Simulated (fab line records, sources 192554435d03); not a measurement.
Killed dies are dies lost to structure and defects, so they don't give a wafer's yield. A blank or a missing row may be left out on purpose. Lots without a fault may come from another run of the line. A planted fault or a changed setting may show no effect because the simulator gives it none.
Chamber matching | flow n5_finfet | N5_BEOL_M15_ILD_DEP_00 on pecvd-03: 3 sister chambers
The step deposits SiO2 from TEOS/O2, target thk 1629.3 nm, time 346.1 s. 14 wafers are shown with their chamber, then 7 later ones without.

WAFERS WITH THEIR CHAMBER
wafer  | chamber | throttle_valve_pct (%) | showerhead_plenum_p_Torr (Torr) | heater_power_w (W)
L079.1 | 2       | 19.0                   | 8.29                            | 566
L079.2 | 0       | 18.1                   | 8.42                            | 687
L079.4 | 2       | 18.4                   | 8.27                            | 449
L080.2 | 2       | 18.7                   | 8.30                            | 520
L080.3 | 1       | 19.9                   | 8.39                            | 632
L080.6 | 1       | 19.8                   | 8.38                            | 492
L081.1 | 2       | 18.8                   | 8.28                            | 580
L081.3 | 0       | 18.3                   | 8.40                            | 623
L081.6 | 1       | 19.8                   | 8.38                            | 488
L085.1 | 2       | 18.9                   | 8.29                            | 602
L085.4 | 2       | 18.8                   | 8.28                            | 455
L085.5 | 0       | 18.2                   | 8.39                            | 712
L087.4 | 1       | 19.9                   | 8.36                            | 485
L087.5 | 2       | 18.6                   | 8.28                            | 460

SIGNATURES (means of the wafers above)
reading                  | chamber 0 | chamber 1 | chamber 2 | scatter within a chamber
throttle_valve_pct       | 18.200    | 19.850    | 18.743    | 0.156
showerhead_plenum_p_Torr | 8.4033    | 8.3775    | 8.2843    | 0.0117
heater_power_w           | 674.00    | 524.25    | 518.86    | 64
Rule: a wafer's distance from a chamber is the root of the sum, over the readings, of the square of ((its reading less the chamber's mean) divided by the reading's scatter). The wafer belongs to the nearest chamber; if the next one is less than 2 further off, it can't be placed. The scatter: the root of (the sum of the squares of (reading less its chamber's mean) over the shown wafers, divided by (wafers less chambers)).

WAFERS WITHOUT THEIR CHAMBER
wafer  | throttle_valve_pct (%) | showerhead_plenum_p_Torr (Torr) | heater_power_w (W)
L087.6 | 18.0                   | 8.41                            | 540
L089.2 | 18.0                   | 8.38                            | 669
L089.3 | 18.8                   | 8.28                            | 558
L089.6 | 20.0                   | 8.39                            | 495
L093.1 | 18.0                   | 8.42                            | 668
L093.3 | 18.8                   | 8.28                            | 488
L093.4 | 18.2                   | 8.38                            | 522

WHICH CHAMBER EACH WENT THROUGH
wafer  | from the rows above | in truth
L087.6 | 0                   | 0
L089.2 | 0                   | 0
L089.3 | 2                   | 2
L089.6 | 1                   | 1
L093.1 | 0                   | 0
L093.3 | 2                   | 2
L093.4 | 0                   | 0
Placed correctly: 7 of 7. Can't be placed from these rows: 0. Placed wrongly: 0.
